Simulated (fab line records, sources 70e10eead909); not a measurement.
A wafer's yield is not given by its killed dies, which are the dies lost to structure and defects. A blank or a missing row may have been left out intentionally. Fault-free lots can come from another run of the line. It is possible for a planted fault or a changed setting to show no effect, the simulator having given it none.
What tool caused it?    flow nand_harc    12 lots, 36 wafers sampled, at 5 steps of a route of 1302

== WHAT THE GAUGES SHOWED, per wafer ==
NHARC_P_M2_OVL_MEAS_10: pitch 340 nm.
lot   measured      on          overlay_x_nm (nm)
L075  day 7 00:34   overlay-02  -1.1 -1.1 -1.0
L077  day 7 14:02   overlay-01  -0.3 -0.7 0.0
L079  day 8 10:07   overlay-01  -1.0 -1.3 -0.3
L081  day 9 05:26   overlay-01  0.4 0.4 0.0
L083  day 10 04:08  overlay-02  0.0 0.5 0.5
L085  day 10 23:58  overlay-01  -0.6 -0.7 -0.9
L087  day 11 16:30  overlay-02  -0.3 0.2 0.0
L088  day 12 16:46  overlay-02  -1.1 -1.5 -1.4
L091  day 13 08:13  overlay-01  2.2 2.1 2.2
L093  day 14 07:44  overlay-01  0.5 0.7 0.7
L095  day 15 03:22  overlay-02  -0.6 -0.2 -0.1
L097  day 15 20:02  overlay-02  0.5 0.3 0.3

== TOOL THAT RAN EACH LOT (tool first, then ch and the chambers of the sampled wafers, then the start) ==
lot   NHARC_P_M0_PRE_CLEAN_29                  NHARC_P_M0_PRE_CLEAN_31          NHARC_P_M1_ANNEAL_31              NHARC_P_M1_CMP_23
L075  pvd_sputter-01, day 6 19:03 or earlier   pecvd-04 ch 0,2, day 6 19:03     rtp_anneal-02 ch 0, day 6 22:16   cmp-02 ch 0,3, day 6 22:37
L077  pvd_sputter-01, day 7 08:19 or earlier   pecvd-01 ch 0,1,2, day 7 08:19   rtp_anneal-01 ch 0, day 7 11:38   cmp-03 ch 2,3, day 7 11:56
L079  pvd_sputter-01, day 8 04:34 or earlier   pecvd-01 ch 1,2, day 8 04:34     rtp_anneal-02 ch 0, day 8 07:52   cmp-03 ch 0,1,2, day 8 08:13
L081  pvd_sputter-03, day 8 23:53 or earlier   pecvd-01 ch 0,1, day 8 23:53     rtp_anneal-01 ch 0, day 9 02:59   cmp-03 ch 0,1,2, day 9 03:22
L083  pvd_sputter-02, day 9 22:28 or earlier   pecvd-02 ch 0,1,2, day 9 22:28   rtp_anneal-02 ch 0, day 10 01:56  cmp-02 ch 0,1,2, day 10 02:11
L085  pvd_sputter-02, day 10 18:14 or earlier  pecvd-01 ch 0,1,2, day 10 18:14  rtp_anneal-01 ch 0, day 10 21:44  cmp-03 ch 0,2,3, day 10 22:02
L087  pvd_sputter-01, day 11 11:05 or earlier  pecvd-01 ch 0,1,2, day 11 11:05  rtp_anneal-01 ch 0, day 11 14:13  cmp-02 ch 1,2,3, day 11 14:33
L088  pvd_sputter-02, day 12 11:26 or earlier  pecvd-02 ch 1,2, day 12 11:26    rtp_anneal-02 ch 0, day 12 14:37  cmp-04 ch 0,3, day 12 14:58
L091  pvd_sputter-01, day 13 02:44 or earlier  pecvd-01 ch 0,2, day 13 02:44    rtp_anneal-02 ch 0, day 13 06:05  cmp-03 ch 1,2,3, day 13 06:23
L093  pvd_sputter-03, day 14 02:10 or earlier  pecvd-02 ch 0,1, day 14 02:10    rtp_anneal-02 ch 0, day 14 05:26  cmp-02 ch 0,1,2, day 14 05:49
L095  pvd_sputter-01, day 14 21:35 or earlier  pecvd-04 ch 1,2, day 14 21:35    rtp_anneal-02 ch 0, day 15 00:55  cmp-03 ch 1,2, day 15 01:15
L097  pvd_sputter-02, day 15 14:34 or earlier  pecvd-04 ch 1,2, day 15 14:34    rtp_anneal-01 ch 0, day 15 17:43  cmp-03 ch 1,3, day 15 18:04
- NHARC_P_M0_PRE_CLEAN_29: time 30 s.
- NHARC_P_M0_PRE_CLEAN_31: time 12 s.
- NHARC_P_M1_ANNEAL_31: time 90 s.
- NHARC_P_M1_CMP_23: polishes, t overpolish 20 s, target thk 157.82 nm.

== THE ANSWER, worked out from the rows above alone ==
Rule: the lots themselves supply what counts as usual. The widest of any qualifying gaps counts: lots, ordered by their means at a reading, are off when they make up no more than a third of the lots, leave a main group of 4 or more, and stand apart from it by 3 or more times the standard deviation of that group's means. Not used: any main group whose means are identical at the precision the tables above print for the reading. Also off: a lot with no number at a reading for which 4 or more lots have one. Any other lot the step has rows for is counted as sound.
Nothing can be told from this: no lot is off at any reading shown.

== WHAT HAD BEEN PUT IN BY THE SIMULATOR ==
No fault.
